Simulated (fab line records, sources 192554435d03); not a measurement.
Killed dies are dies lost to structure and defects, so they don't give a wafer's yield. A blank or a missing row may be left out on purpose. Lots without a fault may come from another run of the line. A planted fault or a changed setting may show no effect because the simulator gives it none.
fab line records | flow n5_finfet
record lots=22 wafers=66 last_day=19
route steps=1938 shown BEOL_M6@1231 BEOL_M7@1264 BEOL_M8@1347
lots that met no fault: from a run of the same line without faults
start_h: hours from the record's first day to the start of the lot's first wafer shown | wait_h: hours since the lot's step before | " the same as in the row above | L1.1+2: a row that stands for several wafers | - no value, or no start given | * or withheld: withheld | < > ~ a bound
route shown NAME@n: a module of which the file shows steps, and the number in the route of the first | usual: mean/standard deviation of fault-free wafers | same: alike in all rows | chamber/n: place in a boat | sites: the reading at each site | _std_site: their standard deviation | _edge_site: outer sites' mean less inner sites' | radius_mm: how far each site lies from the wafer's centre | mask NAME#n: copy n | behind: the tool/chamber that last shaped the wafer | hold: why the lot was held/for how many hours/how that ended | device: the transistor (n, p or np) that didn't switch | end of line: the same wafers' tests at the end of the route | a step without rows: its recipe alone | killed: dies lost to structure and defects at the first sort, not the wafer's yield | map: a wafer's dies, x killed, . not, _ none there
set.NAME: the setting as run; set.NAME@STEP: as run at that earlier step | model.NAME: the simulator's own value behind a step, which no gauge read
steps of the route over a sample of lots; a table a step, a row a wafer
services: from which hour (start_h, from the record's first day; less than 0 if before it) a tool's chamber was out of use, for how many hours, and why
## steps
# step N5_BEOL_M6_ETCH_72
# recipe chemistry=N2/H2 target=underlayer target_depth_a=65 mask_material=CAR-EUV time_s=5.2 ion_energy_ev=200 pressure_mtorr=30 source_w=840 bias_w=150 n2_flow_sccm=200 h2_flow_sccm=200 ends=cleared
# usual chamber_pressure_mTorr=30.00/0.043 drypump_motor_current_A=5.9/0.36 etch_rf_on_time_s=5.19/0.076 oes_product_au=0.68/0.07 rf_vpp_V=525/3.5 showerhead_plenum_p_Torr=2.57/0.11 throttle_valve_pct=17.80/0.16
# columns lot.wafer tool chamber start_h wait_h chamber_pressure_mTorr drypump_motor_current_A etch_rf_on_time_s oes_product_au rf_hours_counter_h rf_vpp_V showerhead_plenum_p_Torr throttle_valve_pct
L075.1 rie_diel-04 0 208.02 0.0 29.98 6.3 5.17 0.74 53 530 2.69 17.62
L075.4 " 3 " " 29.95 6.0 5.13 0.63 210 525 2.52 17.81
L075.5 " 2 " " 30.00 6.1 5.18 0.73 - 520 2.47 18.03
L076.1 rie_diel-05 2 208.69 0.0 30.07 5.8 5.11 0.77 21 527 2.71 17.68
L076.5 " 2 " " 30.02 5.8 5.10 0.78 - 529 2.71 17.66
L076.6 " 3 " " 30.02 6.3 5.12 0.59 - 526 2.61 18.16
L079.3 rie_diel-04 3 226.66 0.0 30.03 6.0 5.08 0.62 217 525 2.51 17.83
L079.4 " 1 " " 29.98 6.1 5.26 0.60 230 521 2.40 17.74
L079.6 " 0 " " 29.99 6.4 5.07 0.74 - 529 2.68 17.63
L077.2 rie_diel-04 2 228.27 0.0 29.94 6.1 5.18 0.72 76 520 2.47 18.03
L077.3 " 3 " " 29.96 6.0 5.07 0.62 217 522 2.51 17.88
L077.6 " 1 " " 30.01 6.1 5.22 0.61 - 522 2.40 17.77
L078.2 rie_diel-05 2 238.77 0.0 30.04 5.8 5.21 0.74 32 528 2.71 17.71
L078.5 " 0 " " 29.96 5.6 5.29 0.63 - 528 2.63 17.73
L078.6 " 1 " " 30.04 5.4 5.30 0.63 - 517 2.34 18.04
L080.1 rie_diel-02 1 250.46 0.0 29.98 5.5 5.20 0.67 108 528 2.66 17.77
L080.2 " 0 " " 29.96 5.3 5.16 0.70 63 529 2.69 17.65
L080.6 " 2 " " 29.98 6.4 5.14 0.82 - 523 2.50 17.74
L082.1 rie_diel-02 3 257.99 0.0 30.01 5.9 5.30 0.61 216 526 2.63 17.83
L082.2 " 1 " " 30.03 5.4 5.26 0.66 111 530 2.66 17.77
L082.6 " 1 " " 30.05 5.5 5.18 0.67 - 527 2.66 17.75
L081.1 rie_diel-04 0 261.82 0.0 30.04 6.4 5.10 0.72 74 531 2.68 17.64
L081.3 " 2 " " 30.03 6.1 5.20 0.70 88 522 2.46 18.05
L081.6 " 1 " " 30.01 6.1 5.29 0.59 - 520 2.39 17.79
L084.1 rie_diel-04 3 263.76 0.0 30.02 6.0 5.18 0.61 230 523 2.51 17.86
L084.2 " 0 " " 30.10 6.4 5.17 0.72 75 530 2.68 17.64
L084.5 " 2 " " 30.01 6.1 5.23 0.71 - 520 2.46 18.06
L086.1 rie_diel-05 1 268.02 0.0 29.98 5.4 5.26 0.62 168 516 2.33 18.11
L086.4 " 1 " " 29.96 5.4 5.32 0.61 - 519 2.33 18.07
L086.5 " 3 " " 29.97 6.3 5.15 0.81 - 527 2.61 17.73
L085.1 rie_diel-02 3 292.35 0.0 29.93 5.9 5.34 0.59 227 527 2.62 17.84
L085.2 " 1 " " 30.03 5.5 5.20 0.65 125 525 2.66 17.80
L085.6 " 2 " " 30.02 6.4 5.22 0.77 - 523 2.49 17.77
L083.1 rie_diel-02 3 292.75 0.0 29.97 5.9 5.33 0.60 227 525 2.62 17.85
L083.3 " 2 " " 30.01 6.4 5.15 0.78 28 522 2.49 17.75
L083.5 " 2 " " 29.96 6.4 5.20 0.77 - 521 2.49 17.76
L088.1 rie_diel-05 3 292.86 0.0 29.93 6.3 5.20 0.78 15 525 2.61 17.76
L088.2 " 0 " " 29.99 5.5 5.22 0.62 197 527 2.63 17.72
L088.5 " 2 " " 30.09 5.8 5.12 0.73 - 529 2.70 17.74
L087.1 rie_diel-02 1 294.79 0.0 30.04 5.5 5.26 0.65 126 529 2.66 17.77
L087.5 " 0 " " 29.96 5.3 5.15 0.68 - 528 2.68 17.65
L087.6 " 1 " " 29.96 5.5 5.22 0.66 - 525 2.66 17.80
L090.1 rie_diel-02 0 299.89 0.0 30.00 5.3 5.18 0.69 81 525 2.68 17.66
L090.4 " 1 " " 29.89 5.5 5.28 0.65 128 526 2.66 17.78
L090.5 " 3 " " 29.98 5.9 5.32 0.59 - 527 2.62 17.83
L091.3 rie_diel-02 2 320.08 0.0 29.96 6.4 5.18 0.76 36 521 2.49 17.78
L091.4 " 0 " " 29.97 5.3 5.18 0.67 87 526 2.68 17.69
L091.5 " 2 " " 29.90 6.4 5.19 0.78 - 522 2.49 17.79
L092.1 rie_diel-04 1 320.12 0.0 30.06 6.1 5.10 0.82 9 530 2.71 17.41
L092.3 " 2 " " 29.94 6.1 5.23 0.67 107 524 2.46 18.07
L092.5 " 3 " " 29.94 6.0 5.15 0.59 - 521 2.50 17.92
L093.3 rie_diel-05 3 320.98 0.0 30.06 6.3 5.16 0.76 26 526 2.60 17.76
L093.5 " 1 " " 30.06 5.4 5.26 0.62 - 518 2.33 18.11
L093.6 " 2 " " 30.03 5.8 5.20 0.71 - 529 2.69 17.76
L094.1 rie_diel-04 2 325.28 0.0 30.02 6.1 5.26 0.67 109 521 2.46 18.05
L094.2 " 1 " " 29.95 6.1 5.10 0.83 12 528 2.71 17.40
L094.4 " 0 " " 29.95 6.3 5.08 0.70 - 526 2.67 17.68
L095.2 rie_diel-04 0 331.68 0.0 30.00 6.3 5.20 0.70 102 528 2.67 17.68
L095.5 " 0 " " 29.99 6.4 5.21 0.68 - 528 2.67 17.70
L095.6 " 2 " " 30.00 6.0 5.30 0.67 - 522 2.45 18.12
L096.1 rie_diel-02 3 353.51 0.0 30.00 5.9 5.32 0.58 243 527 2.61 17.84
L096.2 " 2 " " 30.07 6.4 5.18 0.74 48 523 2.48 17.81
L096.3 " 1 " " 29.93 5.5 5.26 0.64 146 528 2.65 17.83
L097.2 rie_diel-05 1 358.05 0.0 30.08 5.4 5.16 0.61 199 519 2.32 18.13
L097.4 " 2 " " 29.96 5.8 5.12 0.70 75 530 2.69 17.78
L097.6 " 2 " " 29.97 5.8 5.10 0.69 - 526 2.69 17.79
# step N5_BEOL_M7_CURE_74
# recipe temp_c=385 time_s=240 ambient=He/Ar material=SiCOH_lowk
# usual lamp_power_pct=52.31/0.059 wafer_temp_C_max=386.7/0.66
# columns lot.wafer tool chamber start_h wait_h lamp_power_pct wafer_temp_C_max
L075.1 uv_cure-01 2 211.74 0.2 52.24 385.7
L075.4 " 2 " " 52.31 386.4
L075.5 " 2 " " 52.30 386.2
L076.1 uv_cure-02 2 212.26 0.0 52.35 387.8
L076.5 " 2 " " 52.21 386.9
L076.6 " 2 " " 52.25 387.4
L079.3 uv_cure-02 1 230.67 0.2 52.46 386.0
L079.4 " 1 " " 52.44 386.0
L079.6 " 1 " " 52.37 385.8
L077.2 uv_cure-02 0 231.67 0.1 52.40 386.3
L077.3 " 0 " " 52.33 386.2
L077.6 " 0 " " 52.35 386.9
L078.2 uv_cure-01 2 242.17 0.2 52.35 386.2
L078.5 " 2 " " 52.36 386.0
L078.6 " 2 " " 52.24 386.3
L080.1 uv_cure-02 2 253.18 0.0 52.25 387.1
L080.2 " 2 " " 52.29 387.8
L080.6 " 2 " " 52.43 387.6
L082.1 uv_cure-02 1 262.96 0.0 52.42 386.5
L082.2 " 1 " " 52.30 386.4
L082.6 " 1 " " 52.39 386.5
L081.1 uv_cure-03 0 265.63 0.1 52.42 386.8
L081.3 " 0 " " 52.27 386.6
L081.6 " 0 " " 52.29 386.3
L084.1 uv_cure-02 2 267.75 0.0 52.27 387.2
L084.2 " 2 " " 52.35 387.6
L084.5 " 2 " " 52.30 387.8
L086.1 uv_cure-02 2 272.07 0.0 52.34 387.2
L086.4 " 2 " " 52.16 387.8
L086.5 " 2 " " 52.28 387.2
L085.1 uv_cure-01 1 295.58 0.0 52.25 387.9
L085.2 " 1 " " 52.29 387.6
L085.6 " 1 " " 52.23 387.0
L083.1 uv_cure-02 1 296.13 0.0 52.37 386.4
L083.3 " 1 " " 52.27 386.5
L083.5 " 1 " " 52.37 386.7
L088.1 uv_cure-02 1 297.02 0.0 52.29 386.0
L088.2 " 1 " " 52.27 386.3
L088.5 " 1 " " 52.25 386.0
L087.1 uv_cure-03 1 298.19 0.0 52.31 386.8
L087.5 " 1 " " 52.33 386.4
L087.6 " 1 " " 52.39 386.7
L090.1 uv_cure-03 1 303.33 0.1 52.28 386.2
L090.4 " 1 " " 52.32 386.4
L090.5 " 1 " " 52.23 385.9
L091.3 uv_cure-03 1 325.06 0.2 52.25 386.7
L091.4 " 1 " " 52.24 386.0
L091.5 " 1 " " 52.29 386.1
L092.1 uv_cure-03 0 325.38 0.2 52.44 386.6
L092.3 " 0 " " 52.41 387.0
L092.5 " 0 " " 52.23 386.7
L093.3 uv_cure-01 2 325.61 0.2 52.32 386.0
L093.5 " 2 " " 52.34 386.3
L093.6 " 2 " " 52.35 386.3
L094.1 uv_cure-01 0 331.21 0.0 52.42 386.2
L094.2 " 0 " " 52.24 386.6
L094.4 " 0 " " 52.30 386.3
L095.2 uv_cure-02 1 335.70 0.1 52.22 386.0
L095.5 " 1 " " 52.31 385.8
L095.6 " 1 " " 52.39 385.9
L096.1 uv_cure-03 2 358.54 0.2 52.28 388.2
L096.2 " 2 " " 52.33 387.6
L096.3 " 2 " " 52.23 387.1
L097.2 uv_cure-03 1 362.30 0.1 52.30 386.2
L097.4 " 1 " " 52.22 385.8
L097.6 " 1 " " 52.25 386.7
# step N5_BEOL_M7_ETCH_66
# recipe chemistry=N2/H2 target=SOC target_depth_a=800 overetch_a=160 mask_material=SiARC temp_c=40 time_s=120 ion_energy_ev=200 pressure_mtorr=30 source_w=840 bias_w=150 n2_flow_sccm=200 h2_flow_sccm=200
# usual chamber_pressure_mTorr=30.000/0.029 drypump_motor_current_A=5.52/0.27 oes_product_au=0.58/0.051 rf_vpp_V=522.9/2.6 showerhead_plenum_p_Torr=2.51/0.094 temp_c=40.00/0.12 throttle_valve_pct=17.82/0.28
# columns lot.wafer tool chamber start_h wait_h chamber_pressure_mTorr drypump_motor_current_A oes_product_au rf_hours_counter_h rf_vpp_V showerhead_plenum_p_Torr temp_c throttle_valve_pct
L076.1 rie_diel-01 1 217.64 0.0 29.976 5.60 0.54 222 526.1 2.63 40.12 17.95
L076.5 " 3 " " 30.003 5.69 0.58 - 520.4 2.45 40.15 17.68
L076.6 " 2 " " 30.026 5.68 0.55 - 522.0 2.52 39.90 18.03
L075.1 rie_diel-03 1 217.81 0.0 29.968 5.21 0.59 143 517.7 2.33 39.86 17.47
L075.4 " 2 " " 29.993 5.32 0.56 177 523.9 2.53 40.03 18.31
L075.5 " 0 " " 30.010 5.57 0.56 - 523.1 2.51 39.91 17.58
L079.3 rie_diel-03 0 237.22 0.0 29.951 5.55 0.55 216 523.2 2.51 40.02 17.59
L079.4 " 1 " " 30.017 5.23 0.59 150 517.2 2.33 39.92 17.48
L079.6 " 2 " " 29.957 5.30 0.57 - 524.3 2.53 39.73 18.33
L077.2 rie_diel-01 2 238.57 0.0 29.982 5.69 0.53 231 524.0 2.51 40.01 18.04
L077.3 " 3 " " 29.977 5.66 0.57 147 521.0 2.45 39.99 17.69
L077.6 " 2 " " 29.983 5.67 0.53 - 523.5 2.51 40.04 18.06
L078.2 rie_diel-03 1 248.36 0.0 29.992 5.22 0.58 155 518.4 2.33 40.13 17.50
L078.5 " 0 " " 30.003 5.55 0.55 - 523.8 2.51 40.11 17.61
L078.6 " 1 " " 30.047 5.21 0.58 - 518.0 2.33 40.04 17.49
L080.1 rie_diel-01 1 256.26 0.0 29.999 5.62 0.54 236 526.2 2.62 40.10 17.99
L080.2 " 0 " " 29.997 5.10 0.61 92 524.6 2.56 39.88 17.94
L080.6 " 0 " " 30.004 5.09 0.62 - 523.7 2.56 39.92 17.95
L082.1 rie_diel-03 3 265.68 0.0 29.994 5.69 0.53 247 522.4 2.51 40.15 18.18
L082.2 " 0 " " 29.972 5.53 0.55 227 524.0 2.50 40.03 17.61
L082.6 " 2 " " 30.003 5.35 0.55 - 523.8 2.53 40.07 18.35
L081.1 rie_diel-03 3 268.15 0.0 30.036 5.71 0.53 248 522.3 2.51 39.76 18.18
L081.3 " 0 " " 30.003 5.59 0.54 228 522.8 2.50 40.04 17.60
L081.6 " 3 " " 30.022 5.71 0.53 - 523.2 2.51 40.14 18.19
L084.1 rie_diel-01 2 271.67 0.0 29.956 5.68 0.53 241 522.6 2.51 40.04 18.07
L084.2 " 3 " " 30.001 5.66 0.57 156 521.4 2.45 39.87 17.72
L084.5 " 3 " " 30.009 5.67 0.57 - 521.7 2.45 40.00 17.71
L086.1 rie_diel-06 1 276.47 0.0 30.002 5.98 0.65 58 524.3 2.58 40.14 17.64
L086.4 " 3 " " 29.987 5.11 0.54 241 520.8 2.40 40.07 17.97
L086.5 " 3 " " 30.054 5.08 0.54 - 520.5 2.40 39.86 17.95
L085.1 rie_diel-01 0 299.84 0.0 29.973 5.09 0.61 99 523.7 2.56 40.07 17.95
L085.2 " 3 " " 30.021 5.67 0.56 164 523.5 2.44 40.12 17.73
L085.6 " 2 " " 30.033 5.69 0.53 - 523.1 2.51 39.99 18.08
L083.1 rie_diel-03 0 300.07 0.0 30.022 5.53 0.54 239 523.3 2.50 39.91 17.60
L083.3 " 1 " " 30.007 5.24 0.57 173 517.2 2.32 40.06 17.54
L083.5 " 2 " " 30.027 5.31 0.56 - 524.7 2.52 39.83 18.35
L088.1 rie_diel-01 0 301.93 0.0 30.004 5.08 0.62 100 525.0 2.56 39.95 17.96
L088.2 " 3 " " 30.014 5.65 0.57 165 519.6 2.44 40.00 17.72
L088.5 " 1 " " 29.970 5.62 0.53 - 526.5 2.61 39.88 18.00
L087.1 rie_diel-06 2 302.27 0.0 29.978 5.97 0.59 134 527.4 2.67 40.13 17.79
L087.5 " 3 " " 29.969 5.07 0.53 - 520.2 2.40 40.13 17.99
L087.6 " 2 " " 29.995 5.99 0.60 - 526.1 2.67 39.88 17.77
L090.1 rie_diel-03 3 307.26 0.0 30.000 5.71 0.72 6 524.0 2.50 39.89 17.76
L090.4 " 0 " " 30.048 5.57 0.54 241 521.2 2.50 40.19 17.65
L090.5 " 0 " " 30.038 5.59 0.54 - 523.9 2.50 40.15 17.64
L091.3 rie_diel-03 3 328.61 0.0 29.989 5.71 0.71 12 522.6 2.50 39.87 17.78
L091.4 " 0 " " 30.018 5.60 0.54 247 522.7 2.50 40.10 17.66
L091.5 " 3 " " 30.039 5.70 0.70 - 523.5 2.50 39.86 17.78
L093.3 rie_diel-06 0 329.09 0.0 29.960 5.46 0.62 97 522.3 2.56 39.80 17.51
L093.5 " 2 " " 29.941 5.97 0.58 - 527.7 2.66 40.06 17.78
L093.6 " 0 " " 29.992 5.46 0.63 - 524.8 2.56 39.93 17.52
L092.1 rie_diel-01 3 329.46 0.0 30.012 5.69 0.55 176 519.9 2.44 40.02 17.73
L092.3 " 1 " " 30.006 5.60 0.53 260 525.7 2.61 39.88 18.02
L092.5 " 0 " " 30.042 5.08 0.60 - 522.0 2.56 40.04 17.96
L094.1 rie_diel-06 1 334.41 0.0 29.987 6.00 0.63 75 524.7 2.57 39.84 17.67
L094.2 " 2 " " 30.013 5.93 0.58 146 526.6 2.66 40.01 17.80
L094.4 " 2 " " 30.057 5.97 0.58 - 526.8 2.66 39.92 17.79
L095.2 rie_diel-03 2 338.21 0.0 29.994 5.29 0.54 214 521.6 2.52 40.06 18.37
L095.5 " 1 " " 29.997 5.21 0.57 - 515.6 2.32 40.12 17.55
L095.6 " 0 " " 29.984 5.60 0.54 - 522.8 2.49 39.85 17.66
L096.1 rie_diel-03 3 362.30 0.0 29.979 5.70 0.68 25 523.2 2.49 39.87 17.80
L096.2 " 0 " " 30.021 5.57 0.75 1 524.6 2.49 40.22 17.24
L096.3 " 2 " " 30.106 5.26 0.54 224 523.9 2.51 39.91 18.40
L097.2 rie_diel-03 2 365.57 0.0 29.986 5.32 0.54 225 523.0 2.51 40.12 18.39
L097.4 " 3 " " 29.974 5.72 0.69 - 521.9 2.49 40.04 17.81
L097.6 " 2 " " 30.026 5.31 0.53 - 522.6 2.51 40.19 18.40
# step N5_BEOL_M7_VIA_ETCH_34
# recipe chemistry=C4F6/O2 target=SiCOH_lowk target_depth_a=1255 mask_material=SOC taper_deg=4 time_s=50.5 ion_energy_ev=250 pressure_mtorr=30 source_w=345 bias_w=185 Ar_flow_sccm=300 C4F6_flow_sccm=10 O2_flow_sccm=10
# usual chamber_pressure_mTorr=29.997/0.028 drypump_motor_current_A=5.51/0.27 oes_product_au=0.76/0.073 rf_vpp_V=666/7.4 showerhead_plenum_p_Torr=2.81/0.093 throttle_valve_pct=20.89/0.28
# columns lot.wafer tool chamber start_h wait_h chamber_pressure_mTorr drypump_motor_current_A oes_product_au rf_hours_counter_h rf_vpp_V showerhead_plenum_p_Torr throttle_valve_pct
L076.1 rie_diel-01 1 217.74 0.0 29.982 5.59 0.71 222 667 2.92 20.91
L076.5 " 3 " " 29.967 5.66 0.76 - 661 2.76 20.66
L076.6 " 2 " " 29.992 5.68 0.71 - 674 2.82 21.07
L075.1 rie_diel-03 1 217.91 0.0 30.002 5.25 0.77 143 660 2.64 20.69
L075.4 " 2 " " 29.986 5.31 0.74 177 672 2.85 21.46
L075.5 " 0 " " 30.014 5.55 0.72 - 649 2.82 20.76
L079.3 rie_diel-03 0 237.32 0.0 29.980 5.55 0.71 216 650 2.82 20.78
L079.4 " 1 " " 30.047 5.22 0.77 150 660 2.64 20.69
L079.6 " 2 " " 30.043 5.34 0.73 - 671 2.84 21.49
L077.2 rie_diel-01 2 238.67 0.0 30.048 5.66 0.70 231 674 2.81 21.07
L077.3 " 3 " " 29.985 5.71 0.75 147 662 2.75 20.66
L077.6 " 2 " " 30.067 5.68 0.70 - 674 2.81 21.08
L078.2 rie_diel-03 1 248.46 0.0 29.978 5.21 0.75 155 660 2.64 20.70
L078.5 " 0 " " 29.994 5.61 0.71 - 649 2.82 20.76
L078.6 " 1 " " 29.930 5.23 0.76 - 660 2.64 20.70
L080.1 rie_diel-01 1 256.36 0.0 29.991 5.60 0.70 236 666 2.91 20.93
L080.2 " 0 " " 29.945 5.07 0.81 92 673 2.87 21.09
L080.6 " 0 " " 29.973 5.07 0.81 - 673 2.87 21.11
L082.1 rie_diel-03 3 265.78 0.0 30.001 5.69 0.68 247 668 2.80 21.15
L082.2 " 0 " " 29.961 5.58 0.71 227 650 2.81 20.78
L082.6 " 2 " " 29.975 5.32 0.72 - 669 2.84 21.48
L081.1 rie_diel-03 3 268.25 0.0 30.017 5.69 0.68 248 667 2.80 21.16
L081.3 " 0 " " 29.955 5.58 0.70 228 651 2.81 20.78
L081.6 " 3 " " 29.992 5.68 0.68 - 666 2.80 21.17
L084.1 rie_diel-01 2 271.77 0.0 30.020 5.67 0.69 241 674 2.81 21.09
L084.2 " 3 " " 29.989 5.68 0.74 156 662 2.75 20.69
L084.5 " 3 " " 29.958 5.64 0.75 - 662 2.75 20.68
L086.1 rie_diel-06 1 276.57 0.0 29.997 5.98 0.86 58 667 2.89 20.64
L086.4 " 3 " " 29.994 5.07 0.70 241 667 2.69 20.90
L086.5 " 3 " " 29.945 5.08 0.70 - 665 2.69 20.90
L085.1 rie_diel-01 0 299.94 0.0 29.947 5.08 0.79 99 671 2.87 21.11
L085.2 " 3 " " 29.994 5.68 0.73 164 662 2.75 20.70
L085.6 " 2 " " 30.037 5.68 0.69 - 673 2.81 21.11
L083.1 rie_diel-03 0 300.17 0.0 30.032 5.53 0.70 239 650 2.81 20.79
L083.3 " 1 " " 29.986 5.22 0.75 173 659 2.63 20.72
L083.5 " 2 " " 29.980 5.31 0.71 - 672 2.84 21.48
L088.1 rie_diel-01 0 302.03 0.0 29.992 5.07 0.80 100 669 2.87 21.10
L088.2 " 3 " " 29.992 5.65 0.74 165 663 2.75 20.70
L088.5 " 1 " " 30.043 5.59 0.69 - 667 2.91 20.95
L087.1 rie_diel-06 2 302.37 0.0 30.027 5.93 0.77 134 672 2.96 20.59
L087.5 " 3 " " 30.046 5.07 0.69 - 666 2.69 20.89
L087.6 " 2 " " 29.951 5.95 0.76 - 674 2.96 20.60
L090.1 rie_diel-03 3 307.36 0.0 29.997 5.71 0.95 6 667 2.79 20.79
L090.4 " 0 " " 29.970 5.57 0.70 241 649 2.81 20.78
L090.5 " 0 " " 29.973 5.57 0.69 - 649 2.81 20.79
L091.3 rie_diel-03 3 328.71 0.0 29.948 5.69 0.93 12 667 2.79 20.83
L091.4 " 0 " " 30.036 5.59 0.70 247 650 2.80 20.80
L091.5 " 3 " " 30.013 5.72 0.93 - 667 2.79 20.81
L093.3 rie_diel-06 0 329.19 0.0 29.960 5.50 0.83 97 673 2.87 20.62
L093.5 " 2 " " 29.985 5.98 0.76 - 674 2.95 20.59
L093.6 " 0 " " 30.016 5.45 0.84 - 673 2.87 20.62
L092.1 rie_diel-01 3 329.56 0.0 29.961 5.68 0.72 176 661 2.74 20.73
L092.3 " 1 " " 29.979 5.60 0.68 260 667 2.90 20.96
L092.5 " 0 " " 30.018 5.08 0.78 - 671 2.86 21.12
L094.1 rie_diel-06 1 334.51 0.0 30.002 5.98 0.84 75 666 2.88 20.68
L094.2 " 2 " " 29.997 5.90 0.76 146 673 2.95 20.60
L094.4 " 2 " " 30.019 5.89 0.75 - 675 2.95 20.59
L095.2 rie_diel-03 2 338.31 0.0 30.032 5.34 0.71 214 671 2.83 21.50
L095.5 " 1 " " 30.024 5.22 0.74 - 660 2.62 20.74
L095.6 " 0 " " 29.999 5.53 0.69 - 649 2.80 20.81
L096.1 rie_diel-03 3 362.40 0.0 30.002 5.71 0.90 25 667 2.78 20.81
L096.2 " 0 " " 29.985 5.60 0.99 1 650 2.80 20.47
L096.3 " 2 " " 29.986 5.37 0.69 224 671 2.83 21.53
L097.2 rie_diel-03 2 365.67 0.0 29.987 5.28 0.70 225 670 2.83 21.51
L097.4 " 3 " " 30.001 5.71 0.89 - 667 2.78 20.84
L097.6 " 2 " " 30.043 5.29 0.69 - 670 2.83 21.51
# step N5_BEOL_M7_PRE_CLEAN_45
# recipe gas=H2/He time_s=30 temp_c=250
# usual heater_power_w=330/32
# columns lot.wafer tool chamber start_h wait_h heater_power_w
L076.1 pvd_sputter-02 - 219.15 0.0 368
L076.5 " - " " 374
L076.6 " - " " 329
L075.1 pvd_sputter-02 - 219.23 0.0 394
L075.4 " - " " 361
L075.5 " - " " 390
L079.3 pvd_sputter-02 - 238.69 0.0 317
L079.4 " - " " 391
L079.6 " - " " 365
L077.2 pvd_sputter-01 - 239.80 0.0 284
L077.3 " - " " 362
L077.6 " - " " 317
L078.2 pvd_sputter-01 - 250.47 0.0 321
L078.5 " - " " 313
L078.6 " - " " 364
L080.1 pvd_sputter-03 - 258.07 0.0 295
L080.2 " - " " 298
L080.6 " - " " 323
L082.1 pvd_sputter-01 - 266.93 0.0 358
L082.2 " - " " 311
L082.6 " - " " 366
L081.1 pvd_sputter-02 - 270.33 0.0 400
L081.3 " - " " 297
L081.6 " - " " 320
L084.1 pvd_sputter-02 - 274.11 0.0 295
L084.2 " - " " 362
L084.5 " - " " 395
L086.1 pvd_sputter-02 - 280.41 0.0 301
L086.4 " - " " 395
L086.5 " - " " 401
L085.1 pvd_sputter-01 - 301.03 0.0 287
L085.2 " - " " 362
L085.6 " - " " 289
L083.1 pvd_sputter-03 - 301.22 0.0 354
L083.3 " - " " 300
L083.5 " - " " 302
L088.1 pvd_sputter-03 - 304.30 0.0 308
L088.2 " - " " 344
L088.5 " - " " 304
L087.1 pvd_sputter-02 - 304.37 0.0 317
L087.5 " - " " 323
L087.6 " - " " 293
L090.1 pvd_sputter-03 - 308.29 0.0 300
L090.4 " - " " 344
L090.5 " - " " 302
L091.3 pvd_sputter-02 - 329.52 0.0 295
L091.4 " - " " 369
L091.5 " - " " 322
L093.3 pvd_sputter-02 - 330.15 0.0 386
L093.5 " - " " 316
L093.6 " - " " 378
L092.1 pvd_sputter-01 - 330.41 0.0 313
L092.3 " - " " 288
L092.5 " - " " 282
L094.1 pvd_sputter-03 - 335.43 0.0 333
L094.2 " - " " 348
L094.4 " - " " 349
L095.2 pvd_sputter-03 - 339.51 0.0 320
L095.5 " - " " 298
L095.6 " - " " 301
L096.1 pvd_sputter-01 - 363.23 0.0 286
L096.2 " - " " 324
L096.3 " - " " 352
L097.2 pvd_sputter-02 - 367.94 0.0 357
L097.4 " - " " 299
L097.6 " - " " 296
# step N5_BEOL_M8_INSPECT_13
# recipe mode=adi inspect_instrument=brightfield
# usual raw_defect_count=437/100
# columns lot.wafer tool chamber start_h wait_h raw_defect_count
L075.1 defect_inspect-02 - 223.57 0.0 498
L075.4 " - " " 350
L075.5 " - " " 365
L076.1 defect_inspect-01 - 223.61 0.0 292
L076.5 " - " " 334
L076.6 " - " " 449
L079.3 defect_inspect-01 - 242.62 0.0 553
L079.4 " - " " 421
L079.6 " - " " 396
L077.2 defect_inspect-02 - 243.36 0.0 465
L077.3 " - " " 425
L077.6 " - " " 450
L078.2 defect_inspect-02 - 254.17 0.0 575
L078.5 " - " " 663
L078.6 " - " " 724
L080.1 defect_inspect-01 - 262.57 0.0 274
L080.2 " - " " 503
L080.6 " - " " 386
L082.1 defect_inspect-02 - 271.48 0.0 361
L082.2 " - " " 394
L082.6 " - " " 372
L081.1 defect_inspect-02 - 274.80 0.0 648
L081.3 " - " " 736
L081.6 " - " " 448
L084.1 defect_inspect-01 - 277.72 0.0 273
L084.2 " - " " 400
L084.5 " - " " 392
L086.1 defect_inspect-02 - 287.20 0.0 413
L086.4 " - " " 357
L086.5 " - " " 512
L085.1 defect_inspect-02 - 304.94 0.0 608
L085.2 " - " " 497
L085.6 " - " " 663
L083.1 defect_inspect-01 - 305.31 0.0 435
L083.3 " - " " 273
L083.5 " - " " 511
L088.1 defect_inspect-01 - 308.23 0.0 375
L088.2 " - " " 498
L088.5 " - " " 636
L087.1 defect_inspect-01 - 308.39 0.0 423
L087.5 " - " " 342
L087.6 " - " " 475
L090.1 defect_inspect-02 - 314.14 0.0 526
L090.4 " - " " 553
L090.5 " - " " 440
L091.3 defect_inspect-01 - 335.65 0.0 302
L091.4 " - " " 296
L091.5 " - " " 293
L092.1 defect_inspect-02 - 335.81 0.0 452
L092.3 " - " " 357
L092.5 " - " " 337
L093.3 defect_inspect-02 - 335.98 0.0 529
L093.5 " - " " 472
L093.6 " - " " 437
L094.1 defect_inspect-02 - 339.81 0.0 355
L094.2 " - " " 414
L094.4 " - " " 481
L095.2 defect_inspect-01 - 343.94 0.0 288
L095.5 " - " " 350
L095.6 " - " " 340
L096.1 defect_inspect-02 - 368.40 0.0 382
L096.2 " - " " 360
L096.3 " - " " 362
L097.2 defect_inspect-02 - 373.84 0.0 406
L097.4 " - " " 354
L097.6 " - " " 435
## services
# columns tool chamber start_h hours kind
pvd_sputter-03 - 186.76 4.3 repair
rie_diel-01 0 210.39 10.2 repair
rie_diel-05 3 226.36 1.8 repair
uv_cure-03 - 228.57 2.1 pm
rie_diel-03 2 241.27 5.7 repair
rie_diel-03 3 244.60 9.1 repair
uv_cure-01 - 256.47 24.0 repair
rie_diel-05 0 267.67 7.6 repair
rie_diel-06 2 269.26 3.9 repair
uv_cure-03 - 273.72 7.6 repair
rie_diel-03 3 274.20 - clean
rie_diel-03 3 274.20 - consumable_replace:focus_ring
rie_diel-01 0 275.92 17.7 repair
uv_cure-03 - 294.73 0.2 repair
uv_cure-03 - 294.93 0.3 repair
uv_cure-03 - 304.41 0.4 repair
rie_diel-02 3 321.37 8.5 repair
rie_diel-05 3 337.33 15.2 repair
rie_diel-03 - 339.99 0.7 repair
rie_diel-06 0 356.11 2.4 repair
rie_diel-02 1 356.92 13.5 repair
rie_diel-01 0 358.70 5.0 repair
rie_diel-03 0 364.52 16.1 repair
rie_diel-01 0 367.00 3.0 repair
## key
fault none
